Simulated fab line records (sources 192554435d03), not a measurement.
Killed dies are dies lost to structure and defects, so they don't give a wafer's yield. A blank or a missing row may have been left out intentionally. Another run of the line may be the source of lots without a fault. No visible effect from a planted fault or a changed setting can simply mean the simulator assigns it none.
Chamber matching + flow n5_finfet + rie_diel-01 running N5_SD_EPI_P_ETCH_47: 4 sister chambers
The step etches SiOCN in CH3F/O2, target depth 25 nm. 8 wafers are shown with their chamber, then 8 later ones without.

WAFERS, EACH WITH ITS CHAMBER
| wafer  | chamber | showerhead_plenum_p_Torr (Torr) | rf_vpp_V (V) |
|--------|---------|---------------------------------|--------------|
| L083.5 | 0       | 2.06                            | 128.8        |
| L083.6 | 3       | 2.08                            | 132.2        |
| L084.1 | 2       | 2.08                            | 127.2        |
| L084.2 | 0       | 2.06                            | 127.9        |
| L087.1 | 3       | 2.07                            | 132.8        |
| L087.3 | 2       | 2.08                            | 128.4        |
| L087.4 | 1       | 1.98                            | 127.6        |
| L090.1 | 1       | 1.98                            | 126.5        |

WAFERS WITH NO CHAMBER GIVEN
| wafer  | showerhead_plenum_p_Torr (Torr) | rf_vpp_V (V) |
|--------|---------------------------------|--------------|
| L090.3 | 2.07                            | 132.8        |
| L090.6 | 2.07                            | 128.4        |
| L093.1 | 1.98                            | 127.3        |
| L093.4 | 2.07                            | 126.0        |
| L093.6 | 1.98                            | 128.7        |
| L097.3 | 1.98                            | 127.1        |
| L097.4 | 2.07                            | 134.4        |
| L097.5 | 2.07                            | 127.2        |

WHICH CHAMBER EACH WENT THROUGH
| wafer  | from the rows above     | in truth |
|--------|-------------------------|----------|
| L090.3 | 3                       | 3        |
| L090.6 | can't be placed: 0 or 2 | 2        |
| L093.1 | 1                       | 1        |
| L093.4 | can't be placed: 2 or 0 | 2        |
| L093.6 | 1                       | 1        |
| L097.3 | 1                       | 1        |
| L097.4 | 3                       | 3        |
| L097.5 | can't be placed: 2 or 0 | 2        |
Correctly placed: 5 of 8. These rows do not allow placing 3 (true chamber among the candidates in 3). Number placed wrongly: 0.
How it was worked out, from the rows above alone: a wafer's distance from a chamber is the root of the sum, over the readings, of the square of ((its reading less the chamber's mean) divided by the reading's scatter). The wafer belongs to the nearest chamber; if the next one is less than 2 further off, it can't be placed. A chamber's mean is the mean of its shown wafers. The scatter is the square root of a quotient: the sum, over the shown wafers, of each reading's squared deviation from its chamber's mean, divided by wafers minus chambers.
